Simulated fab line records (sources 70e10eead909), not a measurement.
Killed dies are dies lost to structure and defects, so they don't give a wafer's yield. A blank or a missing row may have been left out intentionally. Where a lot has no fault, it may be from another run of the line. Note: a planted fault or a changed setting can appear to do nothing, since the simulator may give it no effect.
Chamber matching    flow nandHarc    rieDiel-06 running NHARC_P_ZERO_WELL_DESCUM_13: 4 sister chambers
The step chemistry O2, time 3 s. 16 wafers are shown with their chamber, then 8 later ones without.

## WAFERS PAIRED WITH THEIR CHAMBERS
wafer   chamber  showerheadPlenumPTorr (Torr)  drypumpMotorCurrentA (A)  oesProductAu (a.u.)
L075.1  1        1.79                          5.2                       1.004
L075.5  3        1.99                          5.9                       0.997
L075.6  0        1.86                          4.9                       0.991
L077.2  3        1.99                          5.9                       1.003
L077.3  1        1.78                          5.2                       0.997
L077.5  3        1.99                          5.9                       1.001
L078.1  0        1.86                          5.0                       0.986
L078.5  1        1.78                          5.2                       0.995
L078.6  2        1.86                          5.8                       1.006
L080.1  3        1.99                          5.9                       0.993
L080.2  1        1.78                          5.2                       0.996
L080.5  1        1.78                          5.2                       0.994
L088.1  3        1.99                          5.9                       0.991
L088.2  1        1.78                          5.2                       1.003
L088.4  0        1.86                          5.0                       0.989
L090.1  0        1.86                          5.0                       0.991

SIGNATURES, as means of the wafers listed above
reading                chamber 0  chamber 1  chamber 2  chamber 3  scatter within a chamber
showerheadPlenumPTorr  1.8600     1.7817     1.8600     1.9900     0.00264
drypumpMotorCurrentA   4.975      5.200      5.800      5.900      0.025
oesProductAu           0.98925    0.99817    1.00600    0.99700    0.0042
Rule: for a wafer and a chamber, the distance is found by dividing, reading by reading, the gap between the wafer's reading and the chamber's mean by the reading's scatter, squaring, summing and taking the root. The wafer belongs to the nearest chamber; if the next one is less than 2 further off, it can't be placed. The scatter: the root of (the sum of the squares of (reading less its chamber's mean) over the shown wafers, divided by (wafers less chambers)).

## WAFERS WHOSE CHAMBER IS MISSING
wafer   showerheadPlenumPTorr (Torr)  drypumpMotorCurrentA (A)  oesProductAu (a.u.)
L090.3  1.78                          5.2                       0.999
L090.6  1.86                          5.8                       0.987
L093.1  1.86                          5.8                       0.982
L093.3  1.99                          5.9                       0.993
L093.4  1.86                          5.0                       0.992
L096.2  1.86                          5.8                       0.997
L096.4  1.85                          5.0                       0.991
L096.6  1.78                          5.2                       0.991

## WHICH CHAMBER EACH ONE RAN IN
wafer   from the rows above  in truth
L090.3  1                    1
L090.6  2                    2
L093.1  2                    2
L093.3  3                    3
L093.4  0                    0
L096.2  2                    2
L096.4  0                    0
L096.6  1                    1
Placed correctly: 8 of 8. Number that these rows cannot place: 0. Wrongly placed: 0.
